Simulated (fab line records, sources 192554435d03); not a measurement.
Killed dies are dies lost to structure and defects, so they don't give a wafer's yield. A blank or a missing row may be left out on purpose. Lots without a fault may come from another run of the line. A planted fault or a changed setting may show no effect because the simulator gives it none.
Split-lot experiment | flow n5_finfet | 7 lots, 39 wafers read, on a route of 1938 steps

THE SPLIT
At N5_BEOL_M12_SPUTTER_44 (material Ta, target thk 10 nm, time 16.13 s), the setting target_thk_a was moved away from the recipe's 100 angstrom on 9 of the 39 wafers read, by -39.7% to +19.1%. The other wafers ran this setting at the recipe's value.

FROM THE SPLIT TO THE READING: what the file shows between them, 3 steps
- N5_BEOL_M12_SPUTTER_45: material Cu, target thk 80 nm, time 13.33 s
- N5_BEOL_M12_ECD_47: material Cu, target thk 720 nm
- N5_BEOL_M12_ANNEAL_48: time 90 s

THE READING
barrier_field_endpoint_s, in s, at N5_BEOL_M12_CMP_49 (polishes, stops on SiOC, t overpolish 20.6 s, target thk 320 nm). Fault-free wafers of this fab line usually give 30.0 s, standard deviation 0.99 s.

wafer  | tool, chamber at the split | target_thk_a as run, angstrom | against the recipe | barrier_field_endpoint_s, s | against lot-mates on the recipe
L074.1 | pvd_sputter-01, -          | 60.27                         | -39.7%             | 24.2                        | -4.9
L074.3 | pvd_sputter-01, -          | 100                           | recipe             | 28.8                        | -
L074.4 | pvd_sputter-01, -          | 100                           | recipe             | 29.8                        | -
L074.2 | pvd_sputter-01, -          | 60.27                         | -39.7%             | 24.8                        | -4.3
L074.5 | pvd_sputter-01, -          | 100                           | recipe             | 28.7                        | -
L074.6 | pvd_sputter-01, -          | 60.27                         | -39.7%             | 24.3                        | -4.8
L083.1 | pvd_sputter-01, -          | 100                           | recipe             | 30.2                        | -
L083.2 | pvd_sputter-01, -          | 100                           | recipe             | 30.2                        | -
L083.4 | pvd_sputter-01, -          | 100                           | recipe             | 30.7                        | -
L083.3 | pvd_sputter-01, -          | 100                           | recipe             | 31.8                        | -
L083.6 | pvd_sputter-01, -          | 100                           | recipe             | 29.7                        | -
L083.5 | pvd_sputter-01, -          | 100                           | recipe             | 30.8                        | -
L084.1 | pvd_sputter-03, -          | 100                           | recipe             | 29.9                        | -
L084.4 | pvd_sputter-03, -          | 119.1                         | +19.1%             | 31.6                        | +1.9
L084.2 | pvd_sputter-03, -          | 100                           | recipe             | 29.3                        | -
L084.3 | pvd_sputter-03, -          | 100                           | recipe             | 29.9                        | -
L084.5 | pvd_sputter-03, -          | 119.1                         | +19.1%             | 32.6                        | +2.9
L084.6 | pvd_sputter-03, -          | 119.1                         | +19.1%             | 30.5                        | +0.8
L086.2 | pvd_sputter-02, -          | 61.55                         | -38.5%             | 23.9                        | -4.9
L086.3 | pvd_sputter-02, -          | 100                           | recipe             | 28.4                        | -
L086.1 | pvd_sputter-02, -          | 100                           | recipe             | 29.1                        | -
L086.4 | pvd_sputter-02, -          | 61.55                         | -38.5%             | 25.1                        | -3.7
L086.5 | pvd_sputter-02, -          | 61.55                         | -38.5%             | 23.5                        | -5.3
L086.6 | pvd_sputter-02, -          | 100                           | recipe             | 28.8                        | -
L091.3 | pvd_sputter-01, -          | 100                           | recipe             | 31.1                        | -
L091.2 | pvd_sputter-01, -          | 100                           | recipe             | 31.2                        | -
L091.1 | pvd_sputter-01, -          | 100                           | recipe             | 31.1                        | -
L091.4 | pvd_sputter-01, -          | 100                           | recipe             | 29.9                        | -
L091.6 | pvd_sputter-01, -          | 100                           | recipe             | 30.7                        | -
L091.5 | pvd_sputter-01, -          | 100                           | recipe             | 30.4                        | -
L088.3 | pvd_sputter-03, -          | 100                           | recipe             | 29.8                        | -
L088.4 | pvd_sputter-03, -          | 100                           | recipe             | 30.4                        | -
L088.2 | pvd_sputter-03, -          | 100                           | recipe             | 29.3                        | -
L088.1 | pvd_sputter-03, -          | 100                           | recipe             | 29.9                        | -
L088.6 | pvd_sputter-03, -          | 100                           | recipe             | 29.6                        | -
L088.5 | pvd_sputter-03, -          | 100                           | recipe             | 30.5                        | -
L094.4 | pvd_sputter-01, -          | 100                           | recipe             | 30.7                        | -
L094.6 | pvd_sputter-01, -          | 100                           | recipe             | 30.8                        | -
L094.5 | pvd_sputter-01, -          | 100                           | recipe             | 30.9                        | -

THE FIT
A straight line over all 39 wafers: barrier_field_endpoint_s changes by +0.138 s for each +1% of target_thk_a; r = +0.93; the points scatter about the line by 0.88 s.
The same after taking each lot's own level away (the mean of its wafers on the recipe; 39 wafers): +0.116 s for each +1%; r = +0.96; scatter 0.53 s.
On that fit, the largest move of target_thk_a shifts the reading by 4.6 s.
The lots' own levels span 28.77 to 30.80 s, that is 2.1 times the standard deviation above.
So the lot-to-lot level changes the slope: the two fits differ.
Check: with one of the wafers moved furthest among these (-39.7%) left out of the fit, the line predicts -4.59 s for it against its lot-mates. It came out at -4.9 s against them.

OTHER SPLITS ON THESE WAFERS
These wafers also went through other splits before the reading. Each is held against what the fit with the lots' levels taken away leaves over:
other split on the same wafers                  | wafers away from the commonest value | r with barrier_field_endpoint_s (lot level and that fit taken away)
N5_DUMMY_GATE_PECVD_30 time_s                   | 18                                   | +0.00
N5_SD_EPI_P_EPI_21 time_s                       | 15                                   | -0.22
N5_GATE_CUT_ALD_22 ald_cycles                   | 9                                    | -0.06
N5_MOL_CONTACT_COAG_VIA_ETCH_117 target_depth_a | 15                                   | +0.02
N5_BEOL_M6_ETCH_41 time_s                       | 15                                   | +0.22
N5_BEOL_M11_CVD_75 target_thk_a                 | 15                                   | +0.01

THE WHOLE CHAIN: every reading that the file lists as answering this split, in the file's order
step                   | what it does                                                    | reading                                                                           | change (the file's fit)               | r (the file's)
N5_BEOL_M12_SPUTTER_44 | material Ta, target thk 10 nm, time 16.13 s                     | Ta_of_BEOL_M12_SPUTTER_44.thk_nm (the simulator's own value, which no gauge read) | +0.101 nm for each +1% of the setting | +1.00
N5_BEOL_M12_CMP_49     | polishes, stops on SiOC, t overpolish 20.6 s, target thk 320 nm | barrier_field_endpoint_s                                                          | +0.117 s for each +1% of the setting  | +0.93

THE FILE'S OWN FIT
barrier_field_endpoint_s changes by +0.117 s for each +1% of target_thk_a, r = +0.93.
